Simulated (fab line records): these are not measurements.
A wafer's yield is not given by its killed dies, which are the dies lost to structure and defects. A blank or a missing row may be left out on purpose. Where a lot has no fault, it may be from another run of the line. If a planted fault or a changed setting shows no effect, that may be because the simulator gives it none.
Struck lot and sound lot, side by side + flow n5-finfet + 16 steps out of a route of 1938
Sound: the wafers L122.3, L122.4, L122.5. Struck: wafers L129.1, L129.5, L129.6. At the end, the cause is stated.
For every step that has rows: the tool of each side, followed by ch and its chambers, followed by its first start. Under that, the readings that differ: sound wafers + struck wafers + difference of the means + sigmas: that difference in standard deviations of wafers without a fault.
alike: readings whose means differ by less than 2 such deviations, and words and numbers that are the same on both sides. not compared: withheld readings, readings that some wafer has no value for, bounds like >300 that may hide the same value, and numbers for which the record gives no deviation and whose values overlap.
The two part at a step that has a row with sigmas, a row that says differs or no value, or rows on one side only. Non-overlapping numbers with no deviation appear without sigmas and do not part them. A reading that every wafer of one side lacks parts them only if that side has two wafers or more.

first, 11 steps without rows for these wafers: N5_DUMMY_GATE_ETCH_36 (etches SiARC in CF4, target depth 13 nm); N5_DUMMY_GATE_ETCH_37 (etches SOC in N2/H2, target depth 60 nm, overetch 30 nm); N5_DUMMY_GATE_STRIP_38 (strips in N2/H2); N5_DUMMY_GATE_STRIP_39 (strips in N2/H2); N5_DUMMY_GATE_TRIM_49 (chemistry O2, time 29 s, target cd 14 nm); N5_DUMMY_GATE_STRIP_40 (strips in CF4); N5_DUMMY_GATE_ETCH_31 (etches SiO2 in C4F6/O2, target depth 82.5 nm, time 27.5 s); N5_DUMMY_GATE_STRIP_41 (strips in O2); N5_DUMMY_GATE_HM_OPEN_21 (chemistry CH3F/O2, target SiNx, target depth 120 nm, time 171.4 s); N5_DUMMY_GATE_ETCH_32 (etches SiO2 in CF4, target depth 3.5 nm, time 3.9 s); N5_DUMMY_GATE_ETCH_23 (etches poly-Si in HBr/Cl2/O2, target depth 41 nm, time 22.3 s).
N5_DUMMY_GATE_ETCH_44: etches poly-Si in HBr/O2, stops on SiO2, target depth 127.5 nm.
  sound on rie-si-06 ch 1,3, day 5 23:00; struck on rie-si-06 ch 1,2,3, day 7 10:44
  no value came back on the struck wafers for any of 5 readings (HBr_flow_sccm (sccm), O2_flow_sccm (sccm) and others); on the sound wafers HBr_flow_sccm (sccm) reads 119.4 120.0 120.4
  not compared: rf-hours-counter-h, model.DUMMY_GATE.cd-nm
N5_DUMMY_GATE_ETCH_42: etches SiO2 in CHF3/O2, target depth 3.5 nm, time 31 s.
  sound on rie-diel-06 ch 1,2,3, day 5 23:10; struck on rie-diel-06 ch 1,2, day 7 10:54
  alike: CHF3_flow_sccm, O2_flow_sccm, drypump-motor-current-A, oes_ar_750_au, oes-product-au, rf-vpp-V, showerhead-plenum-p-Torr, throttle-valve-pct
  not compared: rf-hours-counter-h, model.DUMMY_GATE.cd-nm
then, 1 step without rows for these wafers: N5_DUMMY_GATE_STRIP_48 (strips in N2/H2, time 20 s).
N5_BEOL_M4_RC_MEAS_101:
  the record has rows for the sound wafers here (prober-02 ch 0, day 11 00:29) and none for the struck ones
-- a jump in the record: the struck wafers' starts before and after are 9 days apart (it breaks off in module BEOL_M4 and resumes in module PASSIVATION, where the first step shown is number 1936 of the route) --
N5_PASSIVATION_PROBE_49:
  sound: prober-01 at day 15 12:02; struck: prober-02 at day 16 10:31
| reading                  | sound          | struck         | difference | sigmas |
|--------------------------|----------------|----------------|------------|--------|
| defect-limited-yield (%) | 88.9 92.2 90.3 | 0 0 0          | -90        | -57    |
| killed-at-front-end      | 48 44 35       | 1135 1124 1121 | +1084      | +99    |
| killed-dies              | 131 92 114     | 1180 1180 1180 | +1068      | +56    |
| killed-on-rim            | 18 15 16       | 152 152 152    | +136       | +35    |
| sort_bin_5_function (%)  | 5.9 5.1 6.3    | 97.5 97.7 96.2 | +91.4      | +83    |
| sort-n-pass              | 1049 1088 1066 | 0 0 0          | -1068      | -56    |
| sort-yield-pct (%)       | 88.9 92.2 90.3 | 0 0 0          | -90        | -57    |
  alike: killed_at_M0_to_M3, killed_at_M4_up, killed-at-contacts, killed-at-other, killed-open, killed-short, sort_bin_6_memory

## WHERE THEY PART
Last at N5_PASSIVATION_PROBE_49 as far as this record goes, first at N5_DUMMY_GATE_ETCH_44.

WHY: the cause the simulator had injected
Beginning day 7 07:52, the whole step at N5_DUMMY_GATE_ETCH_44 was skipped on rie-si-06. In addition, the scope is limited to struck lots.
